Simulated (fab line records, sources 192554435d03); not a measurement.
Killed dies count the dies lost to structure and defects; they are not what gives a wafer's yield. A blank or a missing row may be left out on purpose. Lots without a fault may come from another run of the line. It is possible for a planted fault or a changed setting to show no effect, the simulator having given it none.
Comparing a struck lot with a sound one :: flow n5 finfet :: 19 out of 1938 route steps
Sound: wafers L105.2, L105.4, L105.6. Wafers struck: L106.1, L106.3, L106.6. At the end, the cause is stated.
Per side, at each step with rows, come the tool, then ch with its chambers, and then its first start. Under that, the readings that differ: sound wafers :: struck wafers :: difference of the means :: sigmas: that difference in standard deviations of wafers without a fault.
alike: words and numbers the same on both sides, and readings whose means are apart by under 2 such deviations; not compared: readings that were withheld, readings missing a value for some wafer, numbers with overlapping values and no deviation given by the record, and bounds like >300 which may hide the same value.
Wherever a step has rows on one side only, a row that says differs or no value, or a row with sigmas, the two part there. Non-overlapping numbers with no deviation appear without sigmas and do not part them. A reading that every wafer of one side lacks parts them only if that side has two wafers or more.

first, 8 steps without rows for these wafers: N5_BEOL_M10_CMP_52 (polishes, stops on SiCOH lowk, t overpolish 7 s, target thk 140 nm); N5_BEOL_M10_PRE_CLEAN_55 (time 15 s); N5_BEOL_M10_DEP_56 (deposits SiCN from 3MS/NH3, target thk 15 nm, time 26.5 s); N5_BEOL_M11_ILD_DEP_00 (deposits SiCOH lowk from DEMS/porogen, target thk 308.51 nm, time 58 s); N5_BEOL_M11_CURE_71 (cures SiCOH lowk, time 240 s); N5_BEOL_M11_PECVD_70 (deposits SiO2 from TEOS/O2, target thk 20 nm, time 22.7 s); N5_BEOL_M11_HM_DEP_02 (deposits TiN, target thk 20 nm); N5_BEOL_M11_COAT_59 (time 60 s, resist thk 100 nm).
N5_BEOL_M11_COAT_60: time 60 s, resist thk 30 nm.
  sound on litho track-05 ch 0, day 11 14:04; struck on litho track-05 ch 0, day 11 15:14
reading: spin speed rpm (rpm)
sound: 1499.1 1499.7 1501.9
struck: 1424.2 1425.6 1423.7
difference: -75.7
sigmas: -69

reading: model.SiARC_of_BEOL_M11_COAT_60.thk nm (nm)
sound: 30.2 30.2 30.2
struck: 31 30.8 31
difference: +1
sigmas: 
  alike: exhaust pa
then, 7 steps without rows for these wafers: N5_BEOL_M11_COAT_05 (resist thk 90 nm); N5_BEOL_M11_EBR_07; N5_BEOL_M11_SOFTBAKE_06 (time 60 s); N5_BEOL_M11_EXPOSE_08 (exposes mask M11); N5_BEOL_M11_PEB_09 (peb time 60 s); N5_BEOL_M11_DEVELOP_10 (develop time 30 s); N5_BEOL_M11_DESCUM_16 (chemistry O2, time 7.9 s).
N5_BEOL_M11_ETCH_61: etches SiARC in CF4, target depth 39 nm, time 65 s.
  sound on rie diel-06 ch 1,3, day 11 14:33; struck on rie diel-06 ch 0,2, day 11 15:44
reading: model.etch.depth nm (nm)
sound: 30.15 30.14 30.18
struck: 31.03 30.9 30.99
difference: +0.82
sigmas: 
  alike: cf4 flow sccm, drypump motor current A, etch rf on time s, oes product au, rf vpp V, showerhead plenum p Torr, throttle valve pct
  not compared: rf hours counter h, model.CAR-ArF_of_BEOL_M11_COAT_05.thk nm
N5_BEOL_M11_ETCH_62: etches SOC in N2/H2, target depth 110 nm, overetch 22 nm, time 165 s.
  sound on rie diel-06 ch 1,3, day 11 14:36; struck on rie diel-06 ch 0,2, day 11 15:47
reading: model.SiARC_of_BEOL_M11_COAT_60.thk nm (nm)
sound: 23.6 23.6 23.6
struck: 24.4 24.6 24.4
difference: +0.9
sigmas: 
  alike: drypump motor current A, oes product au, rf vpp V, showerhead plenum p Torr, throttle valve pct
  not compared: rf hours counter h
then, 1 step without rows for these wafers: N5_BEOL_M11_STRIP_68 (strips in N2/H2).

## WHERE THEY PART
N5_BEOL_M11_COAT_60 only, going by this record. Later steps at which nothing parts them and some readings are alike: N5_BEOL_M11_ETCH_61, N5_BEOL_M11_ETCH_62.

WHY: what the simulator had put in
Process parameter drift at N5_BEOL_M11_COAT_60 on litho track-05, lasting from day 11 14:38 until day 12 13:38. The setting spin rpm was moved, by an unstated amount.
